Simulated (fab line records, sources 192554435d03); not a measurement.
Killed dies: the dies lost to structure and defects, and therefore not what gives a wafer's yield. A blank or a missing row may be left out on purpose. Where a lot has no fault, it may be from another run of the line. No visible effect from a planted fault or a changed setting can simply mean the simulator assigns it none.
Split-lot study	flow n5Finfet	route with 1938 steps; 7 lots, 21 wafers read

THE SPLIT
At N5_BEOL_M1_COAT_67 (time 60 s, resist thk 60 nm), the setting spinRpm was moved away from the recipe's 1500 rpm on 7 of the 21 wafers read, by -9.7% to -3.3%. All remaining wafers had this setting at the recipe value.

FROM THE SPLIT TO THE READING: what the file shows between them, 7 steps
- N5_BEOL_M1_COAT_68: time 60 s, resist thk 12 nm
- N5_BEOL_M1_COAT_76: time 60 s, resist thk 5 nm
- N5_BEOL_M1_ALD_98: deposits SiO2, target thk 2.5 nm, pulse time 1 s, co reactant pulse time 1 s
- N5_BEOL_M1_ETCHBACK_99: etches SiO2 in CHF3, target depth 5 nm, time 10.4 s
- N5_BEOL_M1_ETCH_70: etches SOC in N2/H2, target depth 80 nm, overetch 16 nm, time 120 s
- N5_BEOL_M1_STRIP_71: strips in N2/H2
- N5_BEOL_M1_STRIP_78: strips in N2/H2

THE READING
SOC_of_BEOL_M1_COAT_67.thkNm (the simulator's own value, which no gauge read), in nm, at N5_BEOL_M1_VIA_ETCH_34 (etches the open film in C4F6/O2, target depth 67.8 nm, time 64.4 s). No usual value for it is given in the file. Here, 14 wafers ran the recipe; their average is 52.3 nm with a standard deviation of 0.3 nm.

wafer	tool, chamber at the split	spinRpm as run, rpm	against the recipe	SOC_of_BEOL_M1_COAT_67.thkNm, nm	against lot-mates on the recipe
L074.1	lithoTrack-05, 0	1449	-3.4%	52.2	+0.4
L074.3	lithoTrack-05, 0	1500	recipe	51.8	-
L074.5	lithoTrack-05, 0	1449	-3.4%	52.8	+1.0
L078.3	lithoTrack-02, 0	1500	recipe	52.2	-
L078.4	lithoTrack-02, 0	1500	recipe	52.6	-
L078.5	lithoTrack-02, 0	1500	recipe	52.4	-
L079.1	lithoTrack-02, 0	1500	recipe	52.2	-
L079.5	lithoTrack-02, 0	1500	recipe	52.2	-
L079.4	lithoTrack-02, 0	1500	recipe	51.8	-
L086.3	lithoTrack-01, 0	1354	-9.7%	55.4	+2.6
L086.4	lithoTrack-01, 0	1354	-9.7%	55.4	+2.6
L086.6	lithoTrack-01, 0	1500	recipe	52.8	-
L090.1	lithoTrack-02, 0	1500	recipe	52.2	-
L090.5	lithoTrack-02, 0	1376	-8.3%	54.8	+2.6
L090.6	lithoTrack-02, 0	1376	-8.3%	54.6	+2.4
L091.1	lithoTrack-01, 0	1500	recipe	52	-
L091.3	lithoTrack-01, 0	1500	recipe	52.8	-
L091.5	lithoTrack-01, 0	1451	-3.3%	53.2	+0.8
L094.1	lithoTrack-01, 0	1500	recipe	52.2	-
L094.3	lithoTrack-01, 0	1500	recipe	52.2	-
L094.6	lithoTrack-01, 0	1500	recipe	52.4	-

FIT RESULTS
A straight line over all 21 wafers: SOC_of_BEOL_M1_COAT_67.thkNm changes by -0.302 nm for each +1% of spinRpm; r = -0.95; the points scatter about the line by 0.38 nm.
The same after taking each lot's own level away (the mean of its wafers on the recipe; 21 wafers): -0.279 nm for each +1%; r = -0.98; scatter 0.22 nm.
That fit puts the effect of the largest move of spinRpm on the reading at 2.7 nm.
Measured against the standard deviation above, the lots' own levels, which go from 51.80 to 52.80 nm, span 3.3 times it.
The two slopes are in agreement: the lot-to-lot level therefore moves the slope only a little.
Check: +2.72 nm against its lot-mates is what the line predicts for one of the wafers moved furthest among these (-9.7%) when that wafer is left out of the fit. It came out at +2.6 nm against them.

THESE WAFERS: OTHER SPLITS
Other splits were also applied to these wafers ahead of the reading. Each is held against what the fit with the lots' levels taken away leaves over:
other split on the same wafers	wafers away from the commonest value	r with SOC_of_BEOL_M1_COAT_67.thkNm (lot level and that fit taken away)
N5_BEOL_M0_SAQP_SPACER1_ALD_98 tempC	9	+0.24
N5_BEOL_M0_SAQP_ETCH_106 targetDepthA	6	+0.11
N5_BEOL_M1_ETCH_64 timeS	9	-0.11

THE WHOLE CHAIN: every reading that the file lists as answering this split, in the file's order
step	what it does	reading	change (the file's fit)	r (the file's)
N5_BEOL_M1_COAT_67	time 60 s, resist thk 60 nm	SOC_of_BEOL_M1_COAT_67.thkNm (the simulator's own value, which no gauge read)	-0.317 nm for each +1% of the setting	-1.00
N5_BEOL_M1_ETCH_70	etches SOC in N2/H2, target depth 80 nm, overetch 16 nm, time 120 s	etch.depthNm (the simulator's own value, which no gauge read)	-0.313 nm for each +1% of the setting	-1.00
N5_BEOL_M1_VIA_ETCH_34	etches the open film in C4F6/O2, target depth 67.8 nm, time 64.4 s	SOC_of_BEOL_M1_COAT_67.thkNm (the simulator's own value, which no gauge read)	-0.275 nm for each +1% of the setting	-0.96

THE FILE'S OWN FIT
SOC_of_BEOL_M1_COAT_67.thkNm changes by -0.275 nm for each +1% of spinRpm, r = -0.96.
